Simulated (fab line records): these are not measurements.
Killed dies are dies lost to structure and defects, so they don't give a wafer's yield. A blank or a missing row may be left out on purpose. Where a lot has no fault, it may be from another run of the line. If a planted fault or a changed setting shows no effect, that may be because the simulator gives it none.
Which of the tools did it? -- flow nandHarc -- 24 lots, 72 wafers sampled, at 6 steps of a route of 1159

== WHAT THE GAUGES SHOWED, per wafer ==
The record holds no reading of a measuring or inspecting step that can be judged against a usual standard deviation.

== EACH LOT AND THE TOOL THAT RAN IT (in order: tool; ch and the chambers of the sampled wafers; start) ==
lot,NHARC_P_GATE_ALD_36,NHARC_P_M0_DESCUM_14,NHARC_P_M0_DEGAS_28,NHARC_P_M0_PRE_CLEAN_29,NHARC_P_M0_PVD_21,NHARC_P_M1_STRIP_18
L074,"aldSin-02 ch 0,3, day 5 01:10","rieDiel-04 ch 2,3, day 6 10:06","pvdSputter-02, day 6 11:01","pvdSputter-02, day 6 14:44 or earlier","pvdSputter-02, day 6 14:44 or earlier","rieDiel-10 ch 0,1, day 6 14:44"
L075,"aldSin-04 ch 0,2,3, day 5 01:31","rieDiel-06 ch 0,1,2, day 6 08:05","pvdSputter-02, day 6 09:00","pvdSputter-02, day 6 12:33 or earlier","pvdSputter-02, day 6 12:33 or earlier","rieDiel-09 ch 0,1,2, day 6 12:33"
L076,"aldSin-01 ch 0,1,2, day 5 09:21","rieDiel-06 ch 0,2,3, day 6 17:20","pvdSputter-02, day 6 18:14","pvdSputter-02, day 6 21:47 or earlier","pvdSputter-02, day 6 21:47 or earlier","rieDiel-09 ch 0,1,2, day 6 21:47"
L078,"aldSin-02 ch 0,1, day 5 15:53","rieDiel-06 ch 0,3, day 6 20:52","pvdSputter-02, day 6 21:48","pvdSputter-02, day 7 01:11 or earlier","pvdSputter-02, day 7 01:11 or earlier","rieDiel-10 ch 0,2,3, day 7 01:11"
L077,"aldSin-04 ch 1,2,3, day 5 18:25","rieDiel-07 ch 0,1, day 6 21:25","pvdSputter-01, day 6 22:21","pvdSputter-01, day 7 01:55 or earlier","pvdSputter-01, day 7 01:55 or earlier","rieDiel-10 ch 1,2, day 7 01:55"
L079,"aldSin-01 ch 1,2, day 6 01:04","rieDiel-04 ch 1,2,3, day 7 00:48","pvdSputter-03, day 7 02:10","pvdSputter-03, day 7 05:32 or earlier","pvdSputter-03, day 7 05:32 or earlier","rieDiel-10 ch 0,1, day 7 05:32"
L080,"aldSin-02 ch 0,2,3, day 6 06:41","rieDiel-06 ch 0,1,2, day 7 06:17","pvdSputter-01, day 7 07:12","pvdSputter-01, day 7 10:39 or earlier","pvdSputter-01, day 7 10:39 or earlier","rieDiel-10 ch 2,3, day 7 10:39"
L082,"aldSin-04 ch 0,1,3, day 6 14:48","rieDiel-04 ch 0,2,3, day 8 02:04","pvdSputter-01, day 8 03:01","pvdSputter-01, day 8 06:35 or earlier","pvdSputter-01, day 8 06:35 or earlier","rieDiel-10 ch 0,3, day 8 06:35"
L081,"aldSin-01 ch 0,2,3, day 6 18:04","rieDiel-07 ch 1,2, day 7 15:06","pvdSputter-02, day 7 16:02","pvdSputter-02, day 7 19:40 or earlier","pvdSputter-02, day 7 19:40 or earlier","rieDiel-10 ch 1,2, day 7 19:40"
L083,"aldSin-02 ch 1,3, day 6 23:11","rieDiel-06 ch 1,2, day 8 05:13","pvdSputter-03, day 8 06:07","pvdSputter-03, day 8 09:40 or earlier","pvdSputter-03, day 8 09:40 or earlier","rieDiel-01 ch 1,2,3, day 8 09:40"
L084,"aldSin-04 ch 0,1, day 7 05:00","rieDiel-07 ch 0,2,3, day 8 08:31","pvdSputter-02, day 8 09:25","pvdSputter-02, day 8 13:02 or earlier","pvdSputter-02, day 8 13:02 or earlier","rieDiel-09 ch 0,1,2, day 8 13:02"
L087,"aldSin-02 ch 2,3, day 7 21:33","rieDiel-07 ch 0,2,3, day 9 02:40","pvdSputter-02, day 9 03:34","pvdSputter-02, day 9 07:13 or earlier","pvdSputter-02, day 9 07:13 or earlier","rieDiel-01 ch 0,1,3, day 9 07:13"
L088,"aldSin-04 ch 0,1,3, day 7 22:01","rieDiel-06 ch 0,2, day 8 21:18","pvdSputter-01, day 8 22:14","pvdSputter-01, day 9 01:38 or earlier","pvdSputter-01, day 9 01:38 or earlier","rieDiel-09 ch 0,2, day 9 01:38"
L086,"aldSin-01 ch 1,2,3, day 8 01:50","rieDiel-07 ch 1,2,3, day 9 03:20","pvdSputter-01, day 9 04:13","pvdSputter-01, day 9 07:49 or earlier","pvdSputter-01, day 9 07:49 or earlier","rieDiel-01 ch 1,2,3, day 9 07:49"
L085,"aldSin-04 ch 1,2,3, day 8 06:29","rieDiel-06 ch 0,1,2, day 9 04:43","pvdSputter-03, day 9 05:38","pvdSputter-03, day 9 09:09 or earlier","pvdSputter-03, day 9 09:09 or earlier","rieDiel-09 ch 0,1,3, day 9 09:09"
L089,"aldSin-02 ch 1,2, day 8 10:49","rieDiel-04 ch 2,3, day 9 14:04","pvdSputter-01, day 9 15:07","pvdSputter-01, day 9 19:14 or earlier","pvdSputter-01, day 9 19:14 or earlier","rieDiel-01 ch 0,1,2, day 9 19:14"
L091,"aldSin-04 ch 0,3, day 8 19:34","rieDiel-04 ch 0,1,3, day 9 22:35","pvdSputter-03, day 9 23:32","pvdSputter-03, day 10 03:43 or earlier","pvdSputter-03, day 10 03:43 or earlier","rieDiel-01 ch 0,1,3, day 10 03:43"
L090,"aldSin-01 ch 0,1,2, day 8 20:29","rieDiel-07 ch 0,1,3, day 9 22:19","pvdSputter-03, day 9 23:15","pvdSputter-03, day 10 02:58 or earlier","pvdSputter-03, day 10 02:58 or earlier","rieDiel-09 ch 0,2,3, day 10 02:58"
L093,"aldSin-02 ch 0,2,3, day 9 14:10","rieDiel-04 ch 0,3, day 10 13:20","pvdSputter-03, day 10 14:31","pvdSputter-03, day 10 18:11 or earlier","pvdSputter-03, day 10 18:11 or earlier","rieDiel-01 ch 1,2, day 10 18:11"
L092,"aldSin-01 ch 1,3, day 9 15:12","rieDiel-04 ch 0,2, day 10 18:31","pvdSputter-02, day 10 19:25","pvdSputter-02, day 10 22:56 or earlier","pvdSputter-02, day 10 22:56 or earlier","rieDiel-10 ch 1,3, day 10 22:56"
L094,"aldSin-04 ch 1,2,3, day 9 16:35","rieDiel-04 ch 0,1,3, day 10 19:00","pvdSputter-03, day 10 19:55","pvdSputter-03, day 10 23:23 or earlier","pvdSputter-03, day 10 23:23 or earlier","rieDiel-10 ch 0,2,3, day 10 23:23"
L096,"aldSin-01 ch 0,1, day 10 03:41","rieDiel-07 ch 0,1,2, day 11 02:46","pvdSputter-02, day 11 03:41","pvdSputter-02, day 11 07:59 or earlier","pvdSputter-02, day 11 07:59 or earlier","rieDiel-09 ch 0,2,3, day 11 07:59"
L095,"aldSin-02 ch 0,1, day 10 04:23","rieDiel-07 ch 0,1,3, day 11 03:05","pvdSputter-03, day 11 04:09","pvdSputter-03, day 11 08:02 or earlier","pvdSputter-03, day 11 08:02 or earlier","rieDiel-01 ch 2,3, day 11 08:02"
L097,"aldSin-04 ch 1,2, day 10 10:19","rieDiel-07 ch 0,1,3, day 11 11:01","pvdSputter-03, day 11 11:55","pvdSputter-03, day 11 15:19 or earlier","pvdSputter-03, day 11 15:19 or earlier","rieDiel-10 ch 0,2,3, day 11 15:19"
- NHARC_P_GATE_ALD_36: deposits SiNx, target thk 20 nm, pulse time 60 s, ald cycles 223.
- NHARC_P_M0_DESCUM_14: chemistry O2, time 3 s.
- NHARC_P_M0_DEGAS_28: time 60 s.
- NHARC_P_M0_PRE_CLEAN_29: time 30 s.
- NHARC_P_M0_PVD_21: deposits Cu, target thk 30 nm, time 20.49 s.
- NHARC_P_M1_STRIP_18: strips in N2/H2.

== AS READ BY THE TOOLS THEMSELVES (means over the sampled wafers that have a number; for cases with no such wafer, the mark the record gives instead) ==
NHARC_P_GATE_ALD_36. Usual: heaterPowerW 854 W, standard deviation 81; precursorPulseHeightRel 0.999, standard deviation 0.019.
lot,tool,heaterPowerW (W),precursorPulseHeightRel,flag
L074,aldSin-02,755,0.993,
L075,aldSin-04,909,1.008,
L076,aldSin-01,904,1.004,
L078,aldSin-02,751,0.981,
L077,aldSin-04,853,0.988,
L079,aldSin-01,891,1.017,
L080,aldSin-02,814,0.985,
L082,aldSin-04,883,0.995,
L081,aldSin-01,850,0.992,
L083,aldSin-02,866,0.991,
L084,aldSin-04,828,0.998,
L087,aldSin-02,844,0.981,
L088,aldSin-04,899,1.004,
L086,aldSin-01,885,0.993,
L085,aldSin-04,864,0.992,
L089,aldSin-02,794,0.983,
L091,aldSin-04,960,0.995,
L090,aldSin-01,906,1.022,
L093,aldSin-02,801,0.995,
L092,aldSin-01,911,0.994,
L094,aldSin-04,822,1.014,
L096,aldSin-01,936,1.000,
L095,aldSin-02,755,1.004,
L097,aldSin-04,762,1.009,

NHARC_P_M0_DESCUM_14. Usual: drypumpMotorCurrentA 5.7 A, standard deviation 0.31; oesProductAu 0.996 a.u., standard deviation 0.014; rfVppV 57.8 V, standard deviation 0.88; showerheadPlenumPTorr 1.91 Torr, standard deviation 0.099; throttleValvePct 11.311 %, standard deviation 0.0095.
lot,tool,drypumpMotorCurrentA (A),oesProductAu (a.u.),rfVppV (V),showerheadPlenumPTorr (Torr),throttleValvePct (%),flag
L074,rieDiel-04,6.0,0.991,57.9,1.94,11.303,
L075,rieDiel-06,5.9,0.991,57.7,1.97,11.312,
L076,rieDiel-06,5.8,1.011,58.2,1.99,11.302,
L078,rieDiel-06,5.9,1.004,58.0,1.92,11.317,
L077,rieDiel-07,5.5,0.987,57.8,1.89,11.314,
L079,rieDiel-04,5.9,0.992,58.7,1.90,11.314,
L080,rieDiel-06,5.9,0.995,57.9,1.97,11.308,
L082,rieDiel-04,5.9,0.999,58.2,1.94,11.308,
L081,rieDiel-07,5.4,0.993,56.1,1.89,11.320,
L083,rieDiel-06,5.9,0.999,57.2,1.91,11.309,
L084,rieDiel-07,5.7,0.993,57.0,1.81,11.313,
L087,rieDiel-07,5.6,0.992,56.7,1.81,11.303,
L088,rieDiel-06,5.9,0.991,58.2,2.03,11.312,
L086,rieDiel-07,5.4,0.999,58.2,1.89,11.304,
L085,rieDiel-06,5.9,0.994,58.5,1.97,11.315,
L089,rieDiel-04,6.0,0.996,58.2,1.94,11.310,
L091,rieDiel-04,5.8,0.990,57.3,1.94,11.309,
L090,rieDiel-07,5.4,0.991,57.4,1.89,11.314,
L093,rieDiel-04,5.8,1.003,57.9,1.99,11.319,
L092,rieDiel-04,5.8,0.995,57.6,1.95,11.310,
L094,rieDiel-04,5.8,0.994,57.6,1.94,11.315,
L096,rieDiel-07,5.4,0.997,56.9,1.89,11.310,
L095,rieDiel-07,5.4,1.010,57.3,1.89,11.318,
L097,rieDiel-07,5.4,1.000,57.1,1.89,11.310,

NHARC_P_M0_DEGAS_28. Usual: heaterPowerW at 311 W, with a standard deviation of 35.
lot,tool,heaterPowerW (W),flag
L074,pvdSputter-02,305,
L075,pvdSputter-02,294,
L076,pvdSputter-02,294,
L078,pvdSputter-02,306,
L077,pvdSputter-01,317,
L079,pvdSputter-03,319,
L080,pvdSputter-01,316,
L082,pvdSputter-01,326,
L081,pvdSputter-02,307,
L083,pvdSputter-03,312,
L084,pvdSputter-02,308,
L087,pvdSputter-02,306,
L088,pvdSputter-01,283,
L086,pvdSputter-01,319,
L085,pvdSputter-03,315,
L089,pvdSputter-01,283,
L091,pvdSputter-03,316,
L090,pvdSputter-03,318,
L093,pvdSputter-03,312,
L092,pvdSputter-02,327,
L094,pvdSputter-03,303,
L096,pvdSputter-02,295,
L095,pvdSputter-03,310,
L097,pvdSputter-03,319,

NHARC_P_M0_PRE_CLEAN_29. Usual: heaterPowerW at 382 W, with a standard deviation of 42.
lot,tool,heaterPowerW (W),flag
L074,pvdSputter-02,366,
L075,pvdSputter-02,364,
L076,pvdSputter-02,380,
L078,pvdSputter-02,381,
L077,pvdSputter-01,391,
L079,pvdSputter-03,401,
L080,pvdSputter-01,445,
L082,pvdSputter-01,398,
L081,pvdSputter-02,358,
L083,pvdSputter-03,383,
L084,pvdSputter-02,375,
L087,pvdSputter-02,371,
L088,pvdSputter-01,394,
L086,pvdSputter-01,398,
L085,pvdSputter-03,392,
L089,pvdSputter-01,403,
L091,pvdSputter-03,398,
L090,pvdSputter-03,366,
L093,pvdSputter-03,380,
L092,pvdSputter-02,346,
L094,pvdSputter-03,396,
L096,pvdSputter-02,395,
L095,pvdSputter-03,389,
L097,pvdSputter-03,380,

NHARC_P_M0_PVD_21. Usual: throttleValvePct at 29.9 %, with a standard deviation of 1.1.
lot,tool,throttleValvePct (%),flag
L074,pvdSputter-02,28.6,
L075,pvdSputter-02,29.7,
L076,pvdSputter-02,29.5,
L078,pvdSputter-02,29.4,
L077,pvdSputter-01,31.5,
L079,pvdSputter-03,30.5,
L080,pvdSputter-01,30.4,
L082,pvdSputter-01,30.4,
L081,pvdSputter-02,29.8,
L083,pvdSputter-03,30.2,
L084,pvdSputter-02,29.0,
L087,pvdSputter-02,28.8,
L088,pvdSputter-01,31.1,
L086,pvdSputter-01,30.3,
L085,pvdSputter-03,30.6,
L089,pvdSputter-01,30.9,
L091,pvdSputter-03,29.9,
L090,pvdSputter-03,30.6,
L093,pvdSputter-03,29.9,
L092,pvdSputter-02,30.0,
L094,pvdSputter-03,29.4,
L096,pvdSputter-02,29.3,
L095,pvdSputter-03,29.9,
L097,pvdSputter-03,29.6,

NHARC_P_M1_STRIP_18. Usual: drypumpMotorCurrentA 5.9 A, standard deviation 0.3; oesProductAu 0.996 a.u., standard deviation 0.013; rfVppV 90.6 V, standard deviation 0.92; showerheadPlenumPTorr 2.03 Torr, standard deviation 0.073; throttleValvePct 14.171 %, standard deviation 0.0082.
lot,tool,drypumpMotorCurrentA (A),oesProductAu (a.u.),rfVppV (V),showerheadPlenumPTorr (Torr),throttleValvePct (%),flag
L074,rieDiel-10,5.6,0.990,91.1,2.07,14.174,
L075,rieDiel-09,6.3,1.004,90.9,2.00,14.172,
L076,rieDiel-09,6.3,0.997,91.0,2.00,14.164,
L078,rieDiel-10,5.8,0.993,90.3,2.05,14.171,
L077,rieDiel-10,5.9,0.995,90.2,2.02,14.164,
L079,rieDiel-10,5.4,0.998,91.0,2.11,14.175,
L080,rieDiel-10,6.1,0.988,90.8,2.00,14.171,
L082,rieDiel-10,5.8,0.980,91.4,2.08,14.172,
L081,rieDiel-10,6.0,0.985,90.5,1.99,14.164,
L083,rieDiel-01,5.8,1.008,89.9,2.01,14.180,
L084,rieDiel-09,6.3,1.003,90.7,2.00,14.177,
L087,rieDiel-01,5.8,1.004,89.5,2.06,14.167,
L088,rieDiel-09,6.2,0.996,90.4,1.91,14.174,
L086,rieDiel-01,5.8,0.991,90.9,2.01,14.178,
L085,rieDiel-09,6.1,1.003,90.8,2.06,14.175,
L089,rieDiel-01,5.8,1.000,90.5,2.05,14.183,
L091,rieDiel-01,5.8,0.993,90.7,2.05,14.167,
L090,rieDiel-09,6.1,0.994,90.1,1.98,14.171,
L093,rieDiel-01,5.9,1.002,90.9,2.01,14.172,
L092,rieDiel-10,5.9,1.002,90.1,2.05,14.165,
L094,rieDiel-10,5.8,0.997,91.7,2.05,14.173,
L096,rieDiel-09,6.1,1.001,89.7,1.98,14.174,
L095,rieDiel-01,5.8,0.995,90.1,2.02,14.170,
L097,rieDiel-10,5.8,1.003,91.2,2.05,14.171,

== THE ANSWER, worked out from the rows above alone ==
Rule: lot off if the mean of its wafers having a number is beyond 3 standard deviations from the usual mean. Also off: a lot with no number at a reading for which 4 or more lots have one. Where the step has rows for the other lots, those lots are counted as sound. First the gauges in route order, then the tools' own readings, where a lot's mean is used as printed above. At the first step where some lot is off, the reading lying furthest off is the one used; lots without a number count as furthest.
No lot is off on any of the readings shown, so nothing can be concluded from this.

== WHAT THE SIMULATOR PUT IN ==
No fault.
